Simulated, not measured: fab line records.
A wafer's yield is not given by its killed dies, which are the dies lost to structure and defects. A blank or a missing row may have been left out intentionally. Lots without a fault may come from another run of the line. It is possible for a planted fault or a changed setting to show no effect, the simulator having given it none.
Matching of chambers :: flow nand_harc :: 3 sister chambers for NHARC_P_M2_PRE_CLEAN_32 on pecvd-02
The step time 12 s. 3 wafers are shown with their chamber, then 9 later ones without.

EACH WAFER AND ITS CHAMBER
wafer: L089.1
chamber: 2
heater_power_w (W): 661

wafer: L089.2
chamber: 1
heater_power_w (W): 646

wafer: L089.3
chamber: 0
heater_power_w (W): 724

WAFERS WITH NO CHAMBER GIVEN
wafer: L088.1
heater_power_w (W): 683

wafer: L088.4
heater_power_w (W): 790

wafer: L088.5
heater_power_w (W): 678

wafer: L091.3
heater_power_w (W): 832

wafer: L091.4
heater_power_w (W): 607

wafer: L091.6
heater_power_w (W): 672

wafer: L097.2
heater_power_w (W): 734

wafer: L097.3
heater_power_w (W): 621

wafer: L097.5
heater_power_w (W): 728

THE CHAMBER EACH PASSED THROUGH
wafer: L088.1
from the rows above: can't be placed: 2 or 1 or 0
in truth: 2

wafer: L088.4
from the rows above: can't be placed: 0 or 2 or 1
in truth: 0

wafer: L088.5
from the rows above: can't be placed: 2 or 1 or 0
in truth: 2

wafer: L091.3
from the rows above: can't be placed: 0 or 2 or 1
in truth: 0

wafer: L091.4
from the rows above: can't be placed: 1 or 2 or 0
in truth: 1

wafer: L091.6
from the rows above: can't be placed: 2 or 1 or 0
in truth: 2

wafer: L097.2
from the rows above: can't be placed: 0 or 2 or 1
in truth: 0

wafer: L097.3
from the rows above: can't be placed: 1 or 2 or 0
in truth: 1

wafer: L097.5
from the rows above: can't be placed: 0 or 2 or 1
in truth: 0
Placed correctly: 0 of 9. From these rows, 9 cannot be placed; in 9 the true chamber is one of the candidates. 0 placed wrongly.
How it was worked out, from the rows above alone: a wafer's distance from a chamber is the root of the sum, over the readings, of the square of ((its reading less the chamber's mean) divided by the reading's scatter). The wafer belongs to the nearest chamber; if the next one is less than 2 further off, it can't be placed. Each chamber's mean is taken over the wafers shown for it. The scatter: with one shown wafer a chamber, the root of the mean of the squares of how far each hidden wafer lies from its nearest shown one.
